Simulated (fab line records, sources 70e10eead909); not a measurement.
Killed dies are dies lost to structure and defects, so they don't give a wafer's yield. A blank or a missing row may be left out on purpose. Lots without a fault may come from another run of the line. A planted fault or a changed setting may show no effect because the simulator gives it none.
Chamber matching | flow nand_harc | NHARC_A_SGD_CUT_DEP_00 on pecvd-03: 3 sister chambers
The step deposits SiNx, target thk 50 nm. 3 wafers are shown with their chamber, then 10 later ones without.

WAFERS WITH THEIR CHAMBER
wafer  | chamber | heater_power_w (W)
L093.5 | 0       | 807
L093.1 | 2       | 655
L093.3 | 1       | 905

WAFERS WITHOUT THEIR CHAMBER
wafer  | heater_power_w (W)
L093.4 | 885
L094.1 | 662
L094.3 | 830
L094.4 | 780
L092.1 | 850
L092.2 | 847
L092.4 | 833
L096.2 | 900
L096.4 | 730
L096.6 | 911

WHICH CHAMBER EACH WENT THROUGH
wafer  | from the rows above     | in truth
L093.4 | can't be placed: 1 or 0 | 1
L094.1 | 2                       | 2
L094.3 | can't be placed: 0 or 1 | 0
L094.4 | 0                       | 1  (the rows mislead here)
L092.1 | can't be placed: 0 or 1 | 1
L092.2 | can't be placed: 0 or 1 | 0
L092.4 | can't be placed: 0 or 1 | 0
L096.2 | 1                       | 1
L096.4 | can't be placed: 2 or 0 | 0
L096.6 | 1                       | 1
Placed correctly: 3 of 10. Can't be placed from these rows: 6 (the true chamber is among the candidates in 6). Placed wrongly: 1.
How it was worked out, from the rows above alone: a wafer's distance from a chamber is the root of the sum, over the readings, of the square of ((its reading less the chamber's mean) divided by the reading's scatter). The wafer belongs to the nearest chamber; if the next one is less than 2 further off, it can't be placed. A chamber's mean is the mean of its shown wafers. The scatter: with one shown wafer a chamber, the root of the mean of the squares of how far each hidden wafer lies from its nearest shown one.
